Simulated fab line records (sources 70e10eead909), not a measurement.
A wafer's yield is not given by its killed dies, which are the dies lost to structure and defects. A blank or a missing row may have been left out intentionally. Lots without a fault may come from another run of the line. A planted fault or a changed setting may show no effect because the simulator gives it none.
The tool behind it: which one? || flow nandHarc || 13 lots with 39 wafers sampled at 5 steps, on a route of 1302 steps

WHAT THE GAUGES SHOWED, per wafer
NHARC_THIN_TSV_THK_MEAS_02: measures by ir. Usual: 2988 nm for thkNm, sd 210.
{"lot": "L822", "measured": "day 24 01:05", "on": "filmMetro-01", "thkNm (nm)": "2835 2622 2899", "flag": ""}
{"lot": "L823", "measured": "day 23 23:54", "on": "filmMetro-02", "thkNm (nm)": "2579 3093 2963", "flag": ""}
{"lot": "L825", "measured": "day 25 12:12", "on": "filmMetro-01", "thkNm (nm)": "2723 2954 2826", "flag": ""}
{"lot": "L826", "measured": "day 25 09:47", "on": "filmMetro-01", "thkNm (nm)": "2990 3067 3102", "flag": ""}
{"lot": "L827", "measured": "day 26 04:28", "on": "filmMetro-02", "thkNm (nm)": "3147 3377 2991", "flag": ""}
{"lot": "L828", "measured": "day 27 02:06", "on": "filmMetro-02", "thkNm (nm)": "3191 2929 2869", "flag": ""}
{"lot": "L831", "measured": "day 27 19:04", "on": "filmMetro-01", "thkNm (nm)": "3051 3289 3477", "flag": ""}
{"lot": "L833", "measured": "day 28 17:47", "on": "filmMetro-02", "thkNm (nm)": "2998 2819 3104", "flag": ""}
{"lot": "L835", "measured": "day 28 22:31", "on": "filmMetro-01", "thkNm (nm)": "3110 2887 3043", "flag": ""}
{"lot": "L834", "measured": "day 28 23:43", "on": "filmMetro-01", "thkNm (nm)": "3297 3133 3066", "flag": ""}
{"lot": "L838", "measured": "day 29 23:05", "on": "filmMetro-02", "thkNm (nm)": "3081 2918 2940", "flag": ""}
{"lot": "L842", "measured": "day 32 12:24", "on": "filmMetro-02", "thkNm (nm)": "3168 3029 2833", "flag": ""}
{"lot": "L843", "measured": "day 32 13:36", "on": "filmMetro-02", "thkNm (nm)": "2935 3001 2824", "flag": ""}

NHARC_THIN_TSV_CD_MEAS_12 targets a cd of 1000 nm. Usual: 1000.2 nm for cdNm, sd 2.1.
{"lot": "L822", "measured": "day 24 02:08", "on": "cdSem-02", "cdNm (nm)": "1002.8 1001.6 1000.1", "flag": ""}
{"lot": "L823", "measured": "day 24 00:57", "on": "cdSem-03", "cdNm (nm)": "1003.1 1001.4 998.6", "flag": ""}
{"lot": "L825", "measured": "day 25 13:15", "on": "cdSem-03", "cdNm (nm)": "1000.2 1000.9 1004.5", "flag": ""}
{"lot": "L826", "measured": "day 25 10:50", "on": "cdSem-01", "cdNm (nm)": "999.1 999.8 997.0", "flag": ""}
{"lot": "L827", "measured": "day 26 05:31", "on": "cdSem-03", "cdNm (nm)": "1001.0 999.8 997.1", "flag": ""}
{"lot": "L828", "measured": "day 27 03:10", "on": "cdSem-03", "cdNm (nm)": "998.4 997.8 1000.6", "flag": ""}
{"lot": "L831", "measured": "day 27 19:59", "on": "cdSem-03", "cdNm (nm)": "999.3 1001.0 995.9", "flag": ""}
{"lot": "L833", "measured": "day 28 18:52", "on": "cdSem-02", "cdNm (nm)": "996.8 1003.1 1000.1", "flag": ""}
{"lot": "L835", "measured": "day 28 23:26", "on": "cdSem-02", "cdNm (nm)": "998.7 999.8 998.4", "flag": ""}
{"lot": "L834", "measured": "day 29 00:46", "on": "cdSem-01", "cdNm (nm)": "1001.0 999.0 998.3", "flag": ""}
{"lot": "L838", "measured": "day 30 00:08", "on": "cdSem-03", "cdNm (nm)": "1002.4 998.2 1000.0", "flag": ""}
{"lot": "L842", "measured": "day 32 13:20", "on": "cdSem-01", "cdNm (nm)": "1004.6 997.9 999.3", "flag": ""}
{"lot": "L843", "measured": "day 32 14:39", "on": "cdSem-01", "cdNm (nm)": "998.7 995.9 1000.2", "flag": ""}

NHARC_END_SORT_01. Usual: killedAtArray 52, standard deviation 18; killedAtOther 1.0, standard deviation 1.4; killedAtPeriphery 3.1, standard deviation 2.3; killedDies 56, standard deviation 17; killedOpen 3.0, standard deviation 1.7; killedShort 2.5, standard deviation 1.7.
{"lot": "L842", "measured": "day 33 05:18", "on": "prober-02", "killedAtArray": "112 117 123", "killedAtOther": "1 0 0", "killedAtPeriphery": "2 0 3", "killedDies": "115 117 126", "killedOpen": "2 0 5", "killedShort": "3 2 4", "flag": "OFF"}
{"lot": "L843", "measured": "day 33 04:29", "on": "prober-01", "killedAtArray": "114 120 119", "killedAtOther": "0 0 1", "killedAtPeriphery": "3 2 6", "killedDies": "117 122 126", "killedOpen": "2 3 5", "killedShort": "3 5 4", "flag": "OFF"}

WHAT TOOL EACH LOT RAN ON (gives the tool, then ch and the chambers of the sampled wafers, and finally the start)
{"lot": "L822", "NHARC_A_STAIRCASE_HM_DEP_459": "aclDep-01 ch 0, day 17 03:54", "NHARC_THIN_TSV_ETCH_59": "rieMetal-01 ch 0,1, day 24 08:13"}
{"lot": "L823", "NHARC_A_STAIRCASE_HM_DEP_459": "aclDep-01 ch 0, day 17 05:45", "NHARC_THIN_TSV_ETCH_59": "rieMetal-02 ch 0,1, day 24 07:00"}
{"lot": "L825", "NHARC_A_STAIRCASE_HM_DEP_459": "aclDep-01 ch 0, day 18 02:37", "NHARC_THIN_TSV_ETCH_59": "rieMetal-01 ch 0,1, day 25 19:33"}
{"lot": "L826", "NHARC_A_STAIRCASE_HM_DEP_459": "aclDep-02 ch 0, day 18 08:02", "NHARC_THIN_TSV_ETCH_59": "rieMetal-02 ch 0,1, day 25 17:05"}
{"lot": "L827", "NHARC_A_STAIRCASE_HM_DEP_459": "aclDep-01 ch 0, day 18 23:08", "NHARC_THIN_TSV_ETCH_59": "rieMetal-02 ch 0,1, day 26 12:16"}
{"lot": "L828", "NHARC_A_STAIRCASE_HM_DEP_459": "aclDep-01 ch 0, day 19 18:29", "NHARC_THIN_TSV_ETCH_59": "rieMetal-03 ch 0,1, day 27 09:20"}
{"lot": "L831", "NHARC_A_STAIRCASE_HM_DEP_459": "aclDep-02 ch 0, day 20 20:00", "NHARC_THIN_TSV_ETCH_59": "rieMetal-02 ch 0,1, day 28 02:16"}
{"lot": "L833", "NHARC_A_STAIRCASE_HM_DEP_459": "aclDep-01 ch 0, day 21 14:02", "NHARC_THIN_TSV_ETCH_59": "rieMetal-01 ch 0,1, day 29 01:05"}
{"lot": "L835", "NHARC_A_STAIRCASE_HM_DEP_459": "aclDep-01 ch 0, day 22 07:48", "NHARC_THIN_TSV_ETCH_59": "rieMetal-02 ch 0,1, day 29 05:32"}
{"lot": "L834", "NHARC_A_STAIRCASE_HM_DEP_459": "aclDep-02 ch 0, day 22 11:52", "NHARC_THIN_TSV_ETCH_59": "rieMetal-03 ch 0,1, day 29 06:52"}
{"lot": "L838", "NHARC_A_STAIRCASE_HM_DEP_459": "aclDep-01 ch 0, day 22 22:07", "NHARC_THIN_TSV_ETCH_59": "rieMetal-01 ch 0, day 30 06:11"}
{"lot": "L842", "NHARC_A_STAIRCASE_HM_DEP_459": "aclDep-01 ch 0, day 25 07:38", "NHARC_THIN_TSV_ETCH_59": "rieMetal-03 ch 1, day 32 19:39"}
{"lot": "L843", "NHARC_A_STAIRCASE_HM_DEP_459": "aclDep-01 ch 0, day 25 09:11", "NHARC_THIN_TSV_ETCH_59": "rieMetal-02 ch 0,1, day 32 21:03"}
- NHARC_A_STAIRCASE_HM_DEP_459: deposits aC, target thk 1500 nm.
- NHARC_THIN_TSV_ETCH_59: etches the open film in Cl2/BCl3, target depth 880 nm, time 138.1 s.

AS READ BY THE TOOLS THEMSELVES (means over the sampled wafers that have a number; for cases with no such wafer, the mark the record gives instead)
NHARC_A_STAIRCASE_HM_DEP_459. Usual: 34.999 % for throttleValvePct, sd 0.0093.
{"lot": "L822", "tool": "aclDep-01", "throttleValvePct (%)": 34.999, "flag": ""}
{"lot": "L823", "tool": "aclDep-01", "throttleValvePct (%)": 35.009, "flag": ""}
{"lot": "L825", "tool": "aclDep-01", "throttleValvePct (%)": 35.005, "flag": ""}
{"lot": "L826", "tool": "aclDep-02", "throttleValvePct (%)": 35.000, "flag": ""}
{"lot": "L827", "tool": "aclDep-01", "throttleValvePct (%)": 35.000, "flag": ""}
{"lot": "L828", "tool": "aclDep-01", "throttleValvePct (%)": 34.994, "flag": ""}
{"lot": "L831", "tool": "aclDep-02", "throttleValvePct (%)": 34.998, "flag": ""}
{"lot": "L833", "tool": "aclDep-01", "throttleValvePct (%)": 34.996, "flag": ""}
{"lot": "L835", "tool": "aclDep-01", "throttleValvePct (%)": 34.993, "flag": ""}
{"lot": "L834", "tool": "aclDep-02", "throttleValvePct (%)": 34.997, "flag": ""}
{"lot": "L838", "tool": "aclDep-01", "throttleValvePct (%)": 34.997, "flag": ""}
{"lot": "L842", "tool": "aclDep-01", "throttleValvePct (%)": 35.000, "flag": ""}
{"lot": "L843", "tool": "aclDep-01", "throttleValvePct (%)": 34.995, "flag": ""}

NHARC_THIN_TSV_ETCH_59. Usual: biasW 100.04 W, standard deviation 0.29; drypumpMotorCurrentA 5.6 A, standard deviation 0.34; mfcCl2Sccm 60.03 sccm, standard deviation 0.18; oesProductAu 1.000 a.u., standard deviation 0.012; throttleValvePct 22.265 %, standard deviation 0.0086.
{"lot": "L822", "tool": "rieMetal-01", "biasW (W)": 99.88, "drypumpMotorCurrentA (A)": 5.3, "mfcCl2Sccm (sccm)": 60.03, "oesProductAu (a.u.)": 0.981, "throttleValvePct (%)": 22.264, "flag": ""}
{"lot": "L823", "tool": "rieMetal-02", "biasW (W)": 99.81, "drypumpMotorCurrentA (A)": 6.0, "mfcCl2Sccm (sccm)": 59.96, "oesProductAu (a.u.)": 0.999, "throttleValvePct (%)": 22.267, "flag": ""}
{"lot": "L825", "tool": "rieMetal-01", "biasW (W)": 100.21, "drypumpMotorCurrentA (A)": 5.3, "mfcCl2Sccm (sccm)": 60.10, "oesProductAu (a.u.)": 1.003, "throttleValvePct (%)": 22.261, "flag": ""}
{"lot": "L826", "tool": "rieMetal-02", "biasW (W)": 99.97, "drypumpMotorCurrentA (A)": 6.0, "mfcCl2Sccm (sccm)": 60.05, "oesProductAu (a.u.)": 1.002, "throttleValvePct (%)": 22.266, "flag": ""}
{"lot": "L827", "tool": "rieMetal-02", "biasW (W)": 99.73, "drypumpMotorCurrentA (A)": 6.0, "mfcCl2Sccm (sccm)": 59.82, "oesProductAu (a.u.)": 1.010, "throttleValvePct (%)": 22.264, "flag": ""}
{"lot": "L828", "tool": "rieMetal-03", "biasW (W)": 99.71, "drypumpMotorCurrentA (A)": 5.5, "mfcCl2Sccm (sccm)": 59.94, "oesProductAu (a.u.)": 0.994, "throttleValvePct (%)": 22.260, "flag": ""}
{"lot": "L831", "tool": "rieMetal-02", "biasW (W)": 100.26, "drypumpMotorCurrentA (A)": 6.0, "mfcCl2Sccm (sccm)": 59.93, "oesProductAu (a.u.)": 0.992, "throttleValvePct (%)": 22.268, "flag": ""}
{"lot": "L833", "tool": "rieMetal-01", "biasW (W)": 100.05, "drypumpMotorCurrentA (A)": 5.3, "mfcCl2Sccm (sccm)": 60.01, "oesProductAu (a.u.)": 1.007, "throttleValvePct (%)": 22.269, "flag": ""}
{"lot": "L835", "tool": "rieMetal-02", "biasW (W)": 99.95, "drypumpMotorCurrentA (A)": 6.0, "mfcCl2Sccm (sccm)": 60.22, "oesProductAu (a.u.)": 0.988, "throttleValvePct (%)": 22.269, "flag": ""}
{"lot": "L834", "tool": "rieMetal-03", "biasW (W)": 100.21, "drypumpMotorCurrentA (A)": 5.6, "mfcCl2Sccm (sccm)": 60.17, "oesProductAu (a.u.)": 1.006, "throttleValvePct (%)": 22.265, "flag": ""}
{"lot": "L838", "tool": "rieMetal-01", "biasW (W)": 100.39, "drypumpMotorCurrentA (A)": 5.3, "mfcCl2Sccm (sccm)": 60.18, "oesProductAu (a.u.)": 1.013, "throttleValvePct (%)": 22.261, "flag": ""}
{"lot": "L842", "tool": "rieMetal-03", "biasW (W)": 100.12, "drypumpMotorCurrentA (A)": 5.7, "mfcCl2Sccm (sccm)": 60.14, "oesProductAu (a.u.)": 1.005, "throttleValvePct (%)": 22.260, "flag": ""}
{"lot": "L843", "tool": "rieMetal-02", "biasW (W)": 100.26, "drypumpMotorCurrentA (A)": 6.0, "mfcCl2Sccm (sccm)": 59.92, "oesProductAu (a.u.)": 0.984, "throttleValvePct (%)": 22.266, "flag": ""}

THE ANSWER, worked out from the rows above alone
Rule: a lot counts as off when the mean over its wafers that have a number is more than 3 standard deviations away from the usual mean. A lot without any number at a reading at which 4 lots or more have one is off too. Any other lot the step has rows for is counted as sound. Order of review: gauges by route order, followed by the tools' own readings, for which a lot's mean as printed above is used. At the first step where some lot is off, the reading lying furthest off is the one used; lots without a number count as furthest.
Off: L842, L843 (NHARC_END_SORT_01, killedDies). Neither off nor sound, because the step has no rows for them: L822, L823, L825, L826, L827, L828, L831, L833, L835, L834, L838.
A tool fits if, at a process step before that reading, it ran every lot that is off, and no sound lot after the first of them. Those tools and the gauges at NHARC_END_SORT_01 are tried in the same way. One fits: NHARC_A_STAIRCASE_HM_DEP_459 on aclDep-01. It ran no sound lot before its first lot that is off in this sample, so the start can't be narrowed down.

WHAT THE SIMULATOR PUT IN
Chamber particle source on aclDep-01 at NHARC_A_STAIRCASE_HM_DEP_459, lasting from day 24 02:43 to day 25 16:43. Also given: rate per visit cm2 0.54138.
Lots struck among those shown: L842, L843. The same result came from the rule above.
